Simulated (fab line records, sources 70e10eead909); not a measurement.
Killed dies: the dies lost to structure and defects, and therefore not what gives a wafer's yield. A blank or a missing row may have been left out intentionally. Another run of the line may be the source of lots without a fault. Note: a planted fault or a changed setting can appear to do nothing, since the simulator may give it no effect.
fab line records    flow nand_harc
record: lots: 6  wafers: 18  last_day: 34
route steps=1302 shown A_CONTACT@1103 A_BLC@1107
lots that met no fault: taken from a fault-free run of the same line
start_h: start of the lot's first displayed wafer, in hours after the record's first day    wait_h: how many hours have passed since the lot's step before this one    " the same as in the row above    L1.1+2: a single row standing in for several wafers    - no value present, or no start provided    * or withheld: withheld    < > ~ a bound
route shown NAME@n: a module of which the file shows steps, and the number in the route of the first    usual: mean/standard deviation of fault-free wafers    same: alike in all rows    chamber/n: place in a boat    sites: per-site readings    _std_site: how widely they spread, as a standard deviation    _edge_site: the outer-site mean with the inner-site mean subtracted    radius_mm: how far each site lies from the wafer's centre    mask NAME#n: copy n    behind: tool/chamber where the wafer was last shaped    hold: why the lot went on hold/how many hours it stayed there/how the hold came to an end    device: the n, p or np transistor that did not switch    end of line: the route-end tests of the same wafers    step lacking rows: just its recipe    killed: the dies lost at the first sort to structure and to defects; this is not the yield of the wafer    map: the dies of a wafer, with x for killed, . for not killed, _ for no die there
set.NAME: setting as actually run; set.NAME@STEP: the setting as run at that earlier step    model.NAME: the simulator's own value behind a step, which no gauge read
lots at some steps of the route; a table a step, a row a wafer
services: from which hour (start_h, from the record's first day; less than 0 if before it) a tool's chamber was out of use, for how many hours, and why
== steps ==
step: NHARC_A_CONTACT_CMP_20
recipe: t_overpolish_s: 30  target_thk_nm: 300
usual: motor_current_A: 12.2/1.4  overpolish_run_s: 29.998/0.0089  slurry_filter_dp_kPa: 13.51/0.14  time_to_endpoint_s: 60.2/2.5
same: t_overpolish_s: 30
lot.wafer  tool    chamber  start_h  wait_h  motor_current_A  overpolish_run_s  slurry_filter_dp_kPa  time_to_endpoint_s
L761.1     cmp-04  2        588.58   0.7     10.8             30.007            13.41                 63.8
L761.3     "       3        "        "       9.8              30.004            13.26                 60.8
L761.5     "       1        "        "       13.4             29.998            13.78                 62.0
L764.3     cmp-02  3        637.40   0.5     12.6             30.005            13.47                 54.9
L764.4     "       2        "        "       13.7             29.990            13.55                 60.0
L764.5     "       3        "        "       12.1             30.000            13.69                 57.9
L765.4     cmp-02  3        655.48   0.4     13.1             30.005            13.70                 60.9
L765.3     "       2        "        "       13.5             29.997            13.57                 64.0
L765.6     "       0        "        "       12.0             29.994            13.70                 60.7
L770.4     cmp-02  0        682.48   0.5     11.8             29.989            13.32                 61.8
L770.2     "       3        "        "       12.5             29.995            13.57                 59.8
L770.5     "       0        "        "       11.9             30.002            13.46                 63.7
L774.2     cmp-04  1        718.09   0.8     14.4             29.998            13.67                 66.9
L774.4     "       2        "        "       11.1             29.983            13.42                 62.5
L774.1     "       3        "        "       10.4             29.989            13.55                 61.2
L777.1     cmp-04  0        767.78   0.8     14.5             29.986            13.51                 55.9
L777.3     "       1        "        "       13.8             30.003            13.30                 55.1
L777.2     "       2        "        "       10.4             30.005            13.55                 56.1
step: NHARC_A_CONTACT_SRD_22
step: NHARC_A_CONTACT_INSPECT_23
usual: raw_defect_count: 480/100
lot.wafer  tool               chamber  start_h  wait_h  raw_defect_count
L761.1     defect_inspect-02  -        588.96   0.1     599
L761.3     "                  -        "        "       570
L761.5     "                  -        "        "       684
L764.3     defect_inspect-01  -        637.81   0.1     527
L764.4     "                  -        "        "       418
L764.5     "                  -        "        "       331
L765.3     defect_inspect-01  -        655.88   0.1     461
L765.4     "                  -        "        "       528
L765.6     "                  -        "        "       422
L770.2     defect_inspect-02  -        682.88   0.1     351
L770.4     "                  -        "        "       590
L770.5     "                  -        "        "       352
L774.1     defect_inspect-02  -        718.47   0.1     547
L774.2     "                  -        "        "       800
L774.4     "                  -        "        "       463
L777.1     defect_inspect-01  -        768.18   0.1     334
L777.2     "                  -        "        "       435
L777.3     "                  -        "        "       402
step: NHARC_A_BLC_DEHYDRATE_00
recipe: temp_c: 150  time_s: 120
step: NHARC_A_BLC_HMDS_01
recipe: time_s: 30
step: NHARC_A_BLC_COAT_02
recipe: temp_c: 260  time_s: 75
step: NHARC_A_BLC_COAT_03
recipe: temp_c: 225  time_s: 65
step: NHARC_A_BLC_COAT_04
recipe: spin_rpm: 1500  resist_thk_nm: 90
step: NHARC_A_BLC_SOFTBAKE_05
recipe: temp_c: 105  time_s: 55
step: NHARC_A_BLC_EBR_06
step: NHARC_A_BLC_EXPOSE_07
recipe: na: 1.35  target_cd_nm: 100  dose_mj: 67.97  mask_id: A_BLC
step: NHARC_A_BLC_PEB_08
recipe: peb_temp_c: 100  peb_time_s: 65
usual: heater_power_total_W: 156.6/0.42  plate_temp_C: 100.01/0.13
lot.wafer  tool            chamber  start_h  wait_h  heater_power_total_W  plate_temp_C
L761.1     litho_track-06  0        589.39   0.1     156.8                 100.20
L761.3     "               0        "        "       156.3                 100.24
L761.5     "               0        "        "       157.2                 100.15
L764.3     litho_track-01  0        638.24   0.0     157.1                 100.03
L764.4     "               0        "        "       157.1                 100.01
L764.5     "               0        "        "       157.1                 100.04
L765.3     litho_track-06  0        656.30   0.0     144.5                 93.94
L765.4     "               0        "        "       144.4                 94.14
L765.6     "               0        "        "       144.3                 94.21
L770.2     litho_track-06  0        683.31   0.1     143.3                 94.03
L770.4     "               0        "        "       143.3                 93.99
L770.5     "               0        "        "       143.6                 93.99
L774.1     litho_track-01  0        718.77   0.1     156.3                 100.05
L774.2     "               0        "        "       156.9                 99.98
L774.4     "               0        "        "       156.3                 99.93
L777.1     litho_track-06  0        768.48   0.1     156.9                 99.66
L777.2     "               0        "        "       157.1                 99.88
L777.3     "               0        "        "       156.0                 100.09
step: NHARC_A_BLC_DEVELOP_09
recipe: develop_time_s: 35  dev_temp_c: 23
step: NHARC_A_BLC_CD_MEAS_10
recipe: target_cd_nm: 100  landing_energy_ev: 500
usual: cd_nm: 100.0/0.63
lot.wafer  tool       chamber  start_h  wait_h  cd_nm
L761.1     cd_sem-01  0        589.47   -       98.9
L761.3     "          0        "        "       99.1
L761.5     "          0        "        "       99.3
L764.3     cd_sem-03  0        638.32   -       100.1
L764.4     "          0        "        "       99.9
L764.5     "          0        "        "       100.0
L765.3     cd_sem-03  0        656.39   -       75.6
L765.4     "          0        "        "       75.4
L765.6     "          0        "        "       75.2
L770.2     cd_sem-03  0        683.39   -       75.7
L770.4     "          0        "        "       75.9
L770.5     "          0        "        "       76.3
L774.1     cd_sem-02  0        718.85   -       99.2
L774.2     "          0        "        "       99.8
L774.4     "          0        "        "       100.2
L777.1     cd_sem-01  0        768.56   -       100.2
L777.2     "          0        "        "       100.3
L777.3     "          0        "        "       100.4
step: NHARC_A_BLC_OVL_MEAS_11
usual: overlay_x_nm: 0.1/0.82  overlay_y_nm: -0.1/0.81
lot.wafer  tool        chamber  start_h  wait_h  overlay_x_nm  overlay_y_nm
L761.1     overlay-01  -        589.55   -       -0.8          -0.4
L761.3     "           -        "        "       -0.8          -0.2
L761.5     "           -        "        "       -1.2          0.0
L764.3     overlay-02  -        638.40   -       -0.4          -2.0
L764.4     "           -        "        "       -0.8          -1.3
L764.5     "           -        "        "       -0.6          -2.1
L765.3     overlay-01  -        656.47   -       1.1           0.1
L765.4     "           -        "        "       1.2           0.2
L765.6     "           -        "        "       1.2           0.2
L770.2     overlay-01  -        683.48   -       0.2           0.2
L770.4     "           -        "        "       0.8           0.1
L770.5     "           -        "        "       0.2           -0.2
L774.1     overlay-01  -        718.94   -       0.0           1.1
L774.2     "           -        "        "       0.1           1.6
L774.4     "           -        "        "       0.2           1.1
L777.1     overlay-01  -        768.65   -       -0.3          1.1
L777.2     "           -        "        "       -0.1          1.6
L777.3     "           -        "        "       -0.3          1.5
step: NHARC_A_BLC_INSPECT_12
usual: raw_defect_count: 80/35
lot.wafer  tool               chamber  start_h  wait_h  raw_defect_count
L761.1     defect_inspect-01  -        589.59   0.0     155
L761.3     "                  -        "        "       173
L761.5     "                  -        "        "       186
L764.3     defect_inspect-02  -        638.44   0.0     74
L764.4     "                  -        "        "       63
L764.5     "                  -        "        "       53
L765.3     defect_inspect-01  -        656.51   0.0     81
L765.4     "                  -        "        "       84
L765.6     "                  -        "        "       84
L770.2     defect_inspect-01  -        683.51   0.0     92
L770.4     "                  -        "        "       112
L770.5     "                  -        "        "       87
L774.1     defect_inspect-02  -        718.98   0.0     86
L774.2     "                  -        "        "       79
L774.4     "                  -        "        "       83
L777.1     defect_inspect-02  -        768.69   0.0     46
L777.2     "                  -        "        "       56
L777.3     "                  -        "        "       43
step: NHARC_A_BLC_DESCUM_15
recipe: time_s: 3  o2_flow_sccm: 200  ar_flow_sccm: 0  bias_power_w: 0  chemistry: O2
usual: chamber_pressure_mTorr: 60.00/0.056  drypump_motor_current_A: 5.67/0.27  oes_product_au: 1.002/0.0068  rf_vpp_V: 57.8/0.96  showerhead_plenum_p_Torr: 1.91/0.084  throttle_valve_pct: 11.312/0.0093
same: bias_power_w: 0
lot.wafer  tool         chamber  start_h  wait_h  chamber_pressure_mTorr  drypump_motor_current_A  oes_product_au  rf_hours_counter_h  rf_vpp_V  showerhead_plenum_p_Torr  throttle_valve_pct  model.A_BLC.cd_nm
L761.3     rie_diel-04  3        589.65   0.1     59.96                   5.32                     1.010           5                   57.1      1.97                      11.306              99.7
L761.1     "            0        "        "       59.95                   5.92                     1.008           5                   58.4      1.86                      11.317              99.69
L761.5     "            0        "        "       59.98                   5.94                     1.003           -                   57.9      1.86                      11.321              99.83
L764.3     rie_diel-13  1        638.52   0.1     59.98                   5.58                     0.993           7                   57.2      1.99                      11.303              100.3
L764.4     "            2        "        "       59.98                   5.61                     1.006           7                   57.0      1.78                      11.323              99.54
L764.5     "            0        "        "       59.96                   6.01                     1.012           -                   57.5      2.05                      11.291              100.3
L765.3     rie_diel-12  2        656.57   0.1     59.91                   5.21                     1.003           5                   58.0      1.85                      11.309              75.53
L765.4     "            0        "        "       59.98                   5.48                     0.997           6                   58.8      1.87                      11.326              75.37
L765.6     "            3        "        "       60.09                   5.51                     0.990           -                   57.8      1.84                      11.314              74.98
L770.2     rie_diel-04  0        683.57   0.1     59.90                   5.91                     0.995           13                  59.3      1.85                      11.318              76.31
L770.4     "            1        "        "       59.87                   5.37                     1.012           13                  57.9      1.82                      11.292              76.06
L770.5     "            0        "        "       60.04                   5.92                     1.001           -                   57.5      1.85                      11.300              76.98
L774.4     rie_diel-04  0        719.04   0.1     60.03                   5.91                     1.004           0                   58.4      1.85                      11.303              100.5
L774.2     "            2        "        "       60.03                   5.64                     1.003           0                   59.1      1.92                      11.309              100
L774.1     "            3        "        "       59.98                   5.32                     1.011           0                   58.2      1.97                      11.306              99.69
L777.2     rie_diel-04  3        768.75   0.1     60.04                   5.33                     1.010           4                   57.9      1.97                      11.318              100.6
L777.1     "            1        "        "       60.07                   5.35                     0.997           4                   59.1      1.81                      11.332              100.2
L777.3     "            2        "        "       59.98                   5.68                     0.994           4                   58.4      1.92                      11.322              100.8
step: NHARC_A_BLC_ETCH_16
recipe: target_depth_a: 390  over_etch_frac: 0.3  time_s: 65  ion_energy_ev: 80  cf4_flow_sccm: 150  ar_flow_sccm: 0  rf_w: 300  bias_w: 100  chemistry: CF4
usual: chamber_pressure_mTorr: 50.00/0.046  drypump_motor_current_A: 5.66/0.25  oes_product_au: 1.004/0.0079  rf_vpp_V: 151.3/1.2  showerhead_plenum_p_Torr: 1.77/0.071  throttle_valve_pct: 13.283/0.01
lot.wafer  tool         chamber  start_h  wait_h  chamber_pressure_mTorr  drypump_motor_current_A  oes_product_au  rf_hours_counter_h  rf_vpp_V  showerhead_plenum_p_Torr  throttle_valve_pct
L761.1     rie_diel-04  0        589.74   0.1     50.04                   5.91                     1.010           5                   150.9     1.72                      13.289
L761.3     "            3        "        "       50.00                   5.31                     1.011           5                   151.7     1.82                      13.278
L761.5     "            1        "        "       49.94                   5.39                     1.009           -                   151.0     1.69                      13.277
L764.4     rie_diel-13  1        638.59   0.1     50.05                   5.57                     1.007           7                   151.6     1.84                      13.286
L764.3     "            2        "        "       49.96                   5.58                     1.014           7                   149.0     1.66                      13.278
L764.5     "            0        "        "       50.04                   6.01                     1.005           -                   152.9     1.88                      13.277
L765.4     rie_diel-12  0        656.65   0.1     49.89                   5.48                     0.987           6                   150.3     1.73                      13.280
L765.3     "            1        "        "       49.98                   5.65                     0.989           6                   150.9     1.80                      13.277
L765.6     "            1        "        "       49.95                   5.65                     0.989           -                   151.6     1.80                      13.291
L770.4     rie_diel-04  1        683.66   0.1     49.97                   5.37                     1.016           13                  150.8     1.68                      13.279
L770.2     "            3        "        "       50.00                   5.31                     1.018           13                  150.8     1.82                      13.269
L770.5     "            0        "        "       50.01                   5.93                     1.007           -                   149.6     1.72                      13.278
L774.1     rie_diel-04  1        719.12   0.1     50.02                   5.36                     1.006           0                   149.3     1.68                      13.285
L774.4     "            2        "        "       50.02                   5.62                     1.003           0                   149.5     1.77                      13.276
L774.2     "            3        "        "       49.98                   5.33                     1.006           0                   152.0     1.82                      13.284
L777.2     rie_diel-04  2        768.83   0.1     49.94                   5.66                     0.999           4                   151.8     1.77                      13.260
L777.3     "            0        "        "       49.93                   5.93                     0.996           3                   150.5     1.72                      13.280
L777.1     "            1        "        "       50.00                   5.39                     1.009           4                   150.5     1.68                      13.272
step: NHARC_A_BLC_ETCH_17
recipe: target_depth_a: 3900  over_etch_frac: 0.25  time_s: 609.38  ion_energy_ev: 200  n2_flow_sccm: 150  h2_flow_sccm: 150  ar_flow_sccm: 0  rf_w: 400  bias_w: 150  chemistry: N2/H2
usual: chamber_pressure_mTorr: 30.00/0.03  drypump_motor_current_A: 5.67/0.27  oes_product_au: 1.002/0.0066  rf_vpp_V: 430.3/2.5  showerhead_plenum_p_Torr: 2.04/0.091  throttle_valve_pct: 14.170/0.0095
lot.wafer  tool         chamber  start_h  wait_h  chamber_pressure_mTorr  drypump_motor_current_A  oes_product_au  rf_hours_counter_h  rf_vpp_V  showerhead_plenum_p_Torr  throttle_valve_pct
L761.3     rie_diel-04  2        -        -       30.04                   5.64                     1.002           6                   430.5     2.05                      14.164
L761.1     "            0        "        "       30.00                   5.90                     1.005           5                   427.9     1.98                      14.167
L761.5     "            2        "        "       29.98                   5.67                     1.001           -                   431.1     2.05                      14.169
L764.4     rie_diel-13  0        -        -       30.00                   6.00                     1.004           8                   433.3     2.19                      14.162
L764.3     "            2        "        "       29.97                   5.65                     1.002           7                   426.8     1.90                      14.166
L764.5     "            0        "        "       30.04                   5.99                     0.996           -                   433.4     2.19                      14.166
L765.4     rie_diel-12  2        -        -       30.04                   5.21                     1.004           5                   429.3     1.97                      14.179
L765.3     "            0        "        "       29.98                   5.47                     1.001           7                   429.5     1.99                      14.162
L765.6     "            3        "        "       29.98                   5.50                     0.989           -                   428.1     1.96                      14.170
L770.4     rie_diel-04  3        -        -       29.94                   5.31                     1.002           13                  431.5     2.10                      14.166
L770.2     "            0        "        "       30.00                   5.91                     1.006           13                  429.9     1.97                      14.186
L770.5     "            2        "        "       30.00                   5.66                     0.993           -                   432.2     2.05                      14.177
L774.4     rie_diel-04  0        -        -       30.00                   5.93                     0.997           0                   427.7     1.97                      14.163
L774.2     "            1        "        "       30.00                   5.38                     1.011           0                   426.8     1.93                      14.173
L774.1     "            2        "        "       30.04                   5.69                     1.002           0                   431.9     2.05                      14.170
L777.1     rie_diel-04  2        -        -       30.00                   5.67                     0.997           5                   430.3     2.04                      14.153
L777.3     "            0        "        "       29.93                   5.92                     1.007           3                   428.5     1.97                      14.169
L777.2     "            1        "        "       29.98                   5.38                     1.004           4                   427.4     1.93                      14.176
step: NHARC_A_BLC_ETCH_18
recipe: target_depth_a: 9100  c4f8_flow_sccm: 20  o2_flow_sccm: 10  ar_flow_sccm: withheld  rf_w: 600  bias_w: 1500  chemistry: C4F8/O2/Ar
usual: chamber_pressure_mTorr: 25.001/0.023  oes_product_au: 0.957/0.024  rf_vpp_V: 978/5.9
lot.wafer  tool         chamber  start_h  wait_h  chamber_pressure_mTorr  oes_product_au  rf_hours_counter_h  rf_vpp_V  model.A_BLC.cd_nm
L761.1     rie_diel-13  3        590.72   -       24.992                  1.000           6                   977       97.81
L761.3     "            1        "        "       24.979                  0.996           5                   984       100.4
L761.5     "            3        "        "       24.997                  1.014           -                   977       98.6
L764.4     rie_diel-13  0        -        -       24.984                  0.921           8                   987       101.2
L764.3     "            2        "        "       24.995                  0.929           8                   969       102.4
L764.5     "            1        "        "       24.991                  0.926           -                   984       102.1
L765.3     rie_diel-12  1        -        -       25.038                  0.965           6                   978       72.77
L765.4     "            3        "        "       24.985                  0.960           6                   973       74.47
L765.6     "            1        "        "       25.023                  0.969           -                   979       75.01
L770.2     rie_diel-04  3        -        -       25.016                  0.925           13                  981       74.92
L770.4     "            1        "        "       24.986                  0.933           14                  971       78
L770.5     "            3        "        "       25.021                  0.926           -                   982       76.27
L774.4     rie_diel-04  2        -        -       25.001                  0.972           0                   976       101.9
L774.2     "            3        "        "       24.985                  0.988           0                   983       101
L774.1     "            0        "        "       25.000                  0.957           0                   975       100.5
L777.3     rie_diel-04  0        -        -       24.974                  0.926           3                   974       102.9
L777.1     "            2        "        "       24.990                  0.920           5                   980       101.5
L777.2     "            3        "        "       25.004                  0.932           5                   980       100.2
step: NHARC_A_BLC_CD_MEAS_19
usual: cd_nm: 100.0/1.6
lot.wafer  tool       chamber  start_h  wait_h  cd_nm
L761.1     cd_sem-02  -        591.08   -       98.1
L761.3     "          -        "        "       100.4
L761.5     "          -        "        "       98.5
L764.3     cd_sem-01  -        639.47   -       103.0
L764.4     "          -        "        "       101.0
L764.5     "          -        "        "       102.4
L765.3     cd_sem-03  -        657.53   -       73.0
L765.4     "          -        "        "       74.5
L765.6     "          -        "        "       74.9
L770.2     cd_sem-02  -        684.55   -       74.6
L770.4     "          -        "        "       77.9
L770.5     "          -        "        "       76.1
L774.1     cd_sem-03  -        720.00   -       100.7
L774.2     "          -        "        "       101.2
L774.4     "          -        "        "       101.9
L777.1     cd_sem-02  -        769.71   -       101.6
L777.2     "          -        "        "       100.2
L777.3     "          -        "        "       102.8
step: NHARC_A_BLC_STRIP_29
recipe: cf4_flow_sccm: 150  ar_flow_sccm: 0  bias_w: 0  chemistry: CF4
usual: chamber_pressure_mTorr: 50.00/0.044  drypump_motor_current_A: 5.70/0.26  oes_product_au: 1.002/0.008  rf_vpp_V: 59.3/0.88  showerhead_plenum_p_Torr: 1.77/0.075  throttle_valve_pct: 13.284/0.0093
lot.wafer  tool         chamber  start_h  wait_h  chamber_pressure_mTorr  drypump_motor_current_A  oes_product_au  rf_hours_counter_h  rf_vpp_V  showerhead_plenum_p_Torr  throttle_valve_pct
L761.1     rie_diel-13  1        591.18   0.1     49.99                   5.57                     0.988           5                   58.7      1.84                      13.295
L761.3     "            2        "        "       50.01                   5.63                     1.015           5                   58.9      1.66                      13.277
L761.5     "            3        "        "       49.94                   6.07                     1.003           -                   59.2      1.76                      13.282
L764.4     rie_diel-04  2        639.55   0.1     50.02                   5.65                     1.011           10                  61.0      1.78                      13.273
L764.3     "            3        "        "       50.12                   5.29                     1.003           9                   61.7      1.82                      13.269
L764.5     "            1        "        "       49.97                   5.36                     1.001           -                   58.1      1.69                      13.267
L765.3     rie_diel-13  3        657.60   0.1     49.98                   6.08                     1.000           9                   59.0      1.75                      13.275
L765.4     "            1        "        "       49.99                   5.59                     0.995           9                   60.3      1.84                      13.276
L765.6     "            3        "        "       50.04                   6.07                     0.998           -                   58.8      1.76                      13.288
L770.4     rie_diel-13  0        684.62   0.1     50.01                   6.00                     0.992           12                  61.7      1.88                      13.277
L770.2     "            2        "        "       49.97                   5.64                     0.988           11                  57.1      1.65                      13.280
L770.5     "            1        "        "       50.01                   5.61                     0.989           -                   59.7      1.84                      13.271
L774.4     rie_diel-13  3        720.09   0.1     50.01                   6.04                     0.993           1                   58.8      1.75                      13.268
L774.2     "            0        "        "       49.91                   6.00                     0.998           1                   60.1      1.88                      13.294
L774.1     "            1        "        "       50.06                   5.58                     1.006           1                   60.6      1.84                      13.293
L777.1     rie_diel-13  0        769.80   0.1     50.02                   6.00                     1.002           4                   60.0      1.88                      13.291
L777.2     "            1        "        "       50.03                   5.58                     1.004           4                   57.7      1.84                      13.298
L777.3     "            2        "        "       49.99                   5.58                     1.009           4                   58.2      1.65                      13.279
== services ==
tool            chamber  start_h  hours  kind
rie_diel-04     0        565.77   -      clean
rie_diel-04     1        565.77   -      clean
rie_diel-04     2        565.77   -      clean
rie_diel-04     3        565.77   -      clean
rie_diel-12     3        581.95   8.1    repair
rie_diel-04     0        590.27   -      clean
rie_diel-04     1        590.27   -      clean
cmp-04          -        601.13   4.0    pm
cmp-02          -        620.19   0.8    repair
rie_diel-12     -        626.06   9.0    pm
cmp-02          -        628.21   4.0    pm
cmp-04          -        642.33   1.6    repair
litho_track-01  -        680.00   7.0    pm
rie_diel-04     2        688.07   2.8    repair
rie_diel-12     3        690.97   7.7    repair
rie_diel-13     -        696.00   9.0    pm
cmp-04          -        699.13   4.0    pm
litho_track-06  -        704.00   7.0    pm
rie_diel-04     -        709.27   9.0    pm
cmp-02          -        717.33   0.6    repair
rie_diel-04     0        724.14   7.7    repair
cmp-02          -        726.21   4.0    pm
rie_diel-12     2        726.98   7.3    repair
cmp-02          -        744.78   0.3    repair
== key ==
first_sign: step: NHARC_A_BLC_PEB_08  reading: plate_temp_C  direction: down  sigmas: 47  usual: *  struck: *
effect: step: NHARC_A_BLC_PEB_08  reading: heater_power_total_W  direction: down  sigmas: 30  usual: *  struck: *
effect: step: NHARC_A_BLC_CD_MEAS_10  reading: cd_nm  direction: down  sigmas: 39  usual: 100.0  struck: 75.7
effect: step: NHARC_A_BLC_CD_MEAS_19  reading: cd_nm  direction: down  sigmas: 15  usual: 100.0  struck: 75.2
model_effect: step: NHARC_A_BLC_DESCUM_15  value: A_BLC.cd_nm  without: 100.2  struck: 75.87
model_effect: step: NHARC_A_BLC_ETCH_18  value: A_BLC.cd_nm  without: 99.62  struck: 75.24
met_at NHARC_A_BLC_PEB_08
struck_wafers L765.3,L765.4,L765.6,L770.2,L770.4,L770.5
later_rows_left_out L765.3,L765.4,L765.6,L770.2,L770.4,L770.5
sort_left_out L765.3,L765.4,L765.6,L770.2,L770.4,L770.5
tester_left_out L765,L770
onset_between 589.39 656.30
fault: kind: process_parameter_drift  tool: litho_track-06  chamber: -  onset_h: 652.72  steps: NHARC_A_BLC_PEB_08  channel: peb_temp_c  offset: *  shape: step  end_h: 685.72  acts_in: *  stated: *
tester_left_out: of these lots the tester's yield and bins aren't shown, on N5 and GAA mostly nor the transistor test; their killed dies are dies lost to structure and defects alone, not to doping, threshold or leakage, so they don't give the yield
sort_left_out: the simulated sort isn't trusted on such a fault, so these wafers' sort isn't shown, and their yield isn't known
later_rows_left_out: the simulator's readings of these wafers behind a module that went badly wrong aren't trusted and aren't shown, but for the sort
